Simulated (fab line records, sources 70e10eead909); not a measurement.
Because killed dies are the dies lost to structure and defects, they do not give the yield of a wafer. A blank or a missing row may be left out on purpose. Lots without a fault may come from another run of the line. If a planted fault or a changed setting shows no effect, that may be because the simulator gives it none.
fab line records	flow nandHarc	part 2 of 2: steps 5 to 6 of 6
record: lots: 23	wafers: 69	lastDay: 24
route steps=1159 shown A_STAIRCASE@623
lots that met no fault: from a run of the same line without faults
startH: the number of hours between the record's first day and the start of the first shown wafer of the lot	waitH: hours since the lot's step before	" the same as in the row above	L1.1+2: a row that stands for several wafers	- no value, or no start was given	* or withheld: withheld	< > ~ a bound
route shown NAME@n: a module of which the file shows steps, and the number in the route of the first	usual: mean/standard deviation taken from wafers without a fault	same: alike in all rows	chamber/n: place in a boat	sites: per-site readings	_std_site: their standard deviation	_edge_site: outer sites' mean less inner sites'	radiusMm: how far each site lies from the wafer's centre	mask NAME#n: copy n	behind: tool/chamber where the wafer was last shaped	hold: what put the lot on hold/how long, in hours/how the hold closed	device: which transistor (n, p or np) failed to switch	end of line: tests run on the same wafers once the route is complete	a step with no rows: only its recipe	killed: the dies lost at the first sort to structure and to defects; this is not the yield of the wafer	map: the dies of a wafer, with x for killed, . for not killed, _ for no die there
set.NAME: the run value of the setting; set.NAME@STEP: its run value at that earlier step	model.NAME: the simulator's own value behind a step, which no gauge read
one table for each step of the route and one row for each wafer, over a sample of lots
services: a tool's chamber out of use, with start hour (startH, from the record's first day; less than 0 if before it), hours out, and reason
== steps ==
step: NHARC_A_STAIRCASE_HM_DEP_462
recipe: targetThkA: 8000	tempC: 400	material: aC
usual: throttleValvePct: 35.000/0.0085
lot.wafer	tool	chamber	startH	waitH	throttleValvePct
L074.1	aclDep-02	0	251.36	0.3	34.986
L074.3	"	0	"	"	34.999
L074.5	"	0	"	"	34.998
L077.3	aclDep-02	0	269.61	2.5	35.002
L077.4	"	0	"	"	34.994
L077.6	"	0	"	"	34.997
L075.1	aclDep-01	0	269.76	1.6	34.994
L075.4	"	0	"	"	34.991
L075.6	"	0	"	"	35.011
L078.2	aclDep-02	0	273.04	1.5	34.992
L078.3	"	0	"	"	35.003
L078.6	"	0	"	"	34.994
L079.2	aclDep-03	0	274.40	2.0	34.992
L079.3	"	0	"	"	35.010
L079.6	"	0	"	"	35.001
L080.1	aclDep-02	0	286.12	0.1	34.987
L080.3	"	0	"	"	34.998
L080.5	"	0	"	"	35.001
L081.2	aclDep-01	0	289.49	1.3	35.005
L081.3	"	0	"	"	35.002
L081.4	"	0	"	"	34.998
L082.2	aclDep-03	0	302.82	3.4	34.995
L082.3	"	0	"	"	34.991
L082.5	"	0	"	"	34.999
L083.1	aclDep-01	0	316.07	0.1	34.994
L083.5	"	0	317.30	1.3	34.996
L083.6	"	0	"	"	34.982
L084.2	aclDep-01	0	334.78	2.4	35.001
L084.3	"	0	"	"	35.016
L084.5	"	0	"	"	35.008
L086.3	aclDep-03	0	336.27	3.7	35.002
L086.5	"	0	"	"	35.004
L086.6	"	0	"	"	34.993
L088.1	aclDep-03	0	337.51	3.9	35.002
L088.5	"	0	338.74	5.2	35.005
L088.6	"	0	"	"	34.995
L085.1	aclDep-02	0	338.24	2.5	34.998
L085.3	"	0	"	"	34.987
L085.4	"	0	"	"	34.998
L087.1	aclDep-01	0	343.61	0.7	34.995
L087.2	"	0	"	"	35.004
L087.6	"	0	345.13	2.2	35.007
L090.1	aclDep-01	0	345.72	0.1	35.005
L090.2	"	0	"	"	34.996
L090.6	"	0	347.27	1.6	34.993
L089.2	aclDep-03	0	349.75	2.7	34.995
L089.5	"	0	"	"	35.015
L089.6	"	0	"	"	34.996
L093.3	aclDep-03	0	351.92	1.7	34.988
L093.4	"	0	"	"	35.001
L093.5	"	0	"	"	35.005
L091.1	aclDep-01	0	355.90	0.5	34.999
L091.3	"	0	"	"	35.018
L091.4	"	0	"	"	35.000
L092.2	aclDep-01	0	358.04	2.1	34.999
L092.4	"	0	"	"	35.010
L092.5	"	0	"	"	35.007
L095.2	aclDep-01	0	378.37	1.1	34.989
L095.3	"	0	"	"	34.982
L095.5	"	0	"	"	34.985
L096.1	aclDep-02	0	381.50	0.1	35.007
L096.3	"	0	"	"	34.994
L096.4	"	0	"	"	35.013
L094.1	aclDep-03	0	386.46	0.1	34.995
L094.4	"	0	"	"	34.995
L094.5	"	0	"	"	34.984
L097.2	aclDep-01	0	391.27	0.4	35.010
L097.3	"	0	"	"	34.995
L097.6	"	0	"	"	35.008
step: NHARC_A_STAIRCASE_ETCH_313
recipe: cf4FlowSccm: 100	chf3FlowSccm: 30	arFlowSccm: 0	rfW: 500	biasW: 200	chemistry: CF4/CHF3
usual: biasW: 200.1/0.61	drypumpMotorCurrentA: 6.0/0.34	oesProductAu: 0.945/0.022	rfVppV: 371.2/2.1	showerheadPlenumPTorr: 1.59/0.058	throttleValvePct: 16.803/0.0098
lot.wafer	tool	chamber	startH	waitH	biasW	drypumpMotorCurrentA	oesProductAu	rfHoursCounterH	rfVppV	showerheadPlenumPTorr	throttleValvePct
L074.1	rieDiel-11	2	254.29	0.1	199.1	6.5	0.936	23	372.0	1.62	16.798
L074.3	"	3	"	"	200.0	5.9	0.920	24	371.2	1.57	16.806
L074.5	"	2	"	"	198.9	6.5	0.918	-	372.3	1.62	16.793
L077.3	rieDiel-07	3	272.02	0.1	200.7	5.8	0.911	15	371.9	1.60	16.806
L077.4	"	1	"	"	200.7	6.0	0.924	-	370.8	1.58	16.797
L077.6	"	3	"	"	200.5	5.8	0.914	-	374.0	1.60	16.809
L075.1	rieDiel-13	1	272.62	0.1	201.0	5.6	0.969	65	372.8	1.65	16.798
L075.4	"	3	"	"	199.6	5.6	0.963	58	371.8	1.66	16.807
L075.6	"	1	"	"	200.7	5.6	0.960	-	372.3	1.65	16.812
L078.2	rieDiel-13	0	275.54	0.1	199.1	5.6	0.957	68	374.3	1.68	16.819
L078.3	"	1	"	"	199.8	5.6	0.951	66	373.5	1.65	16.796
L078.6	"	0	"	"	199.8	5.6	0.952	-	375.1	1.68	16.804
L079.2	rieDiel-07	3	277.11	0.1	199.3	5.8	0.921	17	371.6	1.60	16.798
L079.3	"	0	"	"	199.7	6.3	0.928	15	370.9	1.55	16.814
L079.6	"	1	"	"	200.2	6.1	0.924	-	371.3	1.58	16.799
L080.1	rieDiel-11	2	288.91	0.1	199.5	6.4	0.929	36	371.7	1.62	16.803
L080.3	"	1	"	"	200.2	6.3	0.943	36	372.1	1.64	16.810
L080.5	"	3	"	"	200.9	5.9	0.915	-	370.5	1.57	16.810
L081.2	rieDiel-11	0	292.12	0.1	201.3	5.4	0.974	38	367.0	1.48	16.812
L081.4	"	1	"	"	200.0	6.3	0.977	36	374.1	1.64	16.803
L081.3	"	2	"	"	200.3	6.4	0.983	37	371.0	1.62	16.794
L082.3	rieDiel-13	2	305.54	0.1	200.8	6.0	0.946	5	375.1	1.65	16.817
L082.2	"	0	"	"	200.2	5.6	0.932	6	374.3	1.68	16.793
L082.5	"	2	"	"	199.6	6.0	0.948	-	373.3	1.65	16.797
L083.1	rieDiel-11	0	319.02	0.1	199.9	5.4	0.946	47	367.7	1.48	16.796
L083.6	"	0	"	"	200.1	5.4	0.935	-	367.0	1.48	16.812
L083.5	"	1	"	"	200.5	6.3	0.935	-	373.8	1.63	16.788
L084.2	rieDiel-07	0	337.57	0.1	200.7	6.3	0.924	36	370.1	1.55	16.795
L084.3	"	2	"	"	200.2	5.9	0.954	32	370.3	1.57	16.789
L084.5	"	1	"	"	200.2	6.0	0.924	-	371.5	1.57	16.788
L086.3	rieDiel-11	1	338.63	0.1	200.5	6.3	0.961	56	372.1	1.63	16.803
L086.5	"	3	"	"	199.6	5.9	0.936	-	370.3	1.56	16.800
L086.6	"	0	"	"	200.3	5.4	0.968	-	367.2	1.47	16.787
L088.1	rieDiel-07	2	340.48	0.1	200.3	5.9	0.950	33	369.7	1.57	16.801
L088.6	"	0	"	"	199.7	6.3	0.934	-	369.6	1.55	16.818
L088.5	"	1	"	"	199.2	6.0	0.921	-	369.7	1.57	16.799
L085.4	rieDiel-11	1	341.27	0.1	198.5	6.3	0.959	57	373.3	1.63	16.802
L085.1	"	2	"	"	201.1	6.5	0.936	56	373.2	1.61	16.811
L085.3	"	0	"	"	200.0	5.4	0.982	59	366.9	1.47	16.798
L087.2	rieDiel-07	0	346.56	0.1	200.0	6.3	0.945	39	368.4	1.55	16.794
L087.1	"	2	"	"	199.7	5.8	0.986	35	371.2	1.57	16.800
L087.6	"	3	"	"	200.0	5.8	0.946	-	372.5	1.60	16.796
L090.1	rieDiel-07	1	348.70	0.1	200.4	6.0	0.972	41	371.8	1.57	16.798
L090.2	"	2	"	"	198.9	5.9	1.002	35	370.7	1.57	16.822
L090.6	"	0	"	"	200.7	6.3	0.959	-	370.7	1.55	16.798
L089.2	rieDiel-11	3	352.41	0.1	200.5	5.9	0.911	59	369.2	1.56	16.811
L089.5	"	3	"	"	200.6	5.9	0.905	-	368.7	1.56	16.806
L089.6	"	0	"	"	199.9	5.4	0.948	-	367.9	1.47	16.779
L093.3	rieDiel-11	3	354.76	0.6	201.3	5.9	0.915	60	369.9	1.56	16.802
L093.5	"	1	"	"	200.7	6.3	0.948	-	372.3	1.63	16.804
L093.4	"	0	"	"	200.4	5.4	0.939	-	367.1	1.47	16.800
L091.1	rieDiel-07	1	358.70	0.1	200.3	6.1	0.913	42	371.7	1.57	16.780
L091.3	"	2	"	"	199.9	5.8	0.941	36	369.8	1.57	16.798
L091.4	"	0	"	"	199.1	6.3	0.930	41	369.0	1.55	16.802
L092.4	rieDiel-11	1	360.56	0.1	200.5	6.3	0.953	63	372.6	1.63	16.807
L092.2	"	2	"	"	200.1	6.5	0.967	60	373.8	1.61	16.799
L092.5	"	0	"	"	200.0	5.4	0.940	-	368.3	1.47	16.805
L095.3	rieDiel-11	0	381.30	0.1	200.6	5.4	0.989	3	366.9	1.47	16.800
L095.2	"	1	"	"	199.5	6.3	0.972	4	372.1	1.63	16.804
L095.5	"	3	"	"	200.6	5.9	0.982	-	369.6	1.56	16.785
L096.3	rieDiel-11	0	384.39	0.1	199.1	5.4	0.935	4	367.0	1.47	16.805
L096.1	"	1	"	"	200.4	6.3	0.933	4	372.8	1.63	16.792
L096.4	"	2	"	"	201.6	6.4	0.926	3	371.9	1.61	16.820
L094.4	rieDiel-11	3	389.31	0.1	200.3	5.9	0.971	6	370.9	1.56	16.814
L094.1	"	0	"	"	200.7	5.4	0.968	6	366.8	1.47	16.821
L094.5	"	1	"	"	199.7	6.3	0.980	-	373.9	1.63	16.795
L097.3	rieDiel-13	0	393.96	0.1	200.1	5.6	0.956	44	375.4	1.67	16.787
L097.2	"	1	"	"	200.5	5.6	0.963	42	373.4	1.64	16.795
L097.6	"	3	"	"	200.9	5.6	0.960	-	373.9	1.64	16.805
== services ==
tool	chamber	startH	hours	kind
rieDiel-11	0	223.20	-	clean
rieDiel-11	1	223.20	-	clean
rieDiel-11	2	223.20	-	clean
rieDiel-11	3	223.20	-	clean
aclDep-03	-	224.32	13.0	pm
rieDiel-07	-	228.27	9.0	pm
rieDiel-11	0	247.75	-	clean
rieDiel-11	1	247.75	-	clean
rieDiel-11	2	247.75	-	clean
rieDiel-11	3	247.75	-	clean
rieDiel-07	2	268.97	15.6	repair
rieDiel-11	0	272.31	-	clean
rieDiel-11	1	272.31	-	clean
plasmaAsher-01	-	276.00	9.0	pm
rieDiel-13	-	276.32	9.0	pm
rieDiel-11	3	279.07	6.1	repair
aclDep-01	-	296.32	13.0	pm
rieDiel-13	-	315.34	0.5	repair
aclDep-02	-	352.91	13.0	pm
plasmaAsher-02	-	360.20	9.0	pm
rieDiel-11	-	366.68	9.0	pm
rieDiel-13	-	377.73	0.4	repair
rieDiel-11	3	391.51	4.6	repair
rieDiel-11	0	393.02	5.7	repair
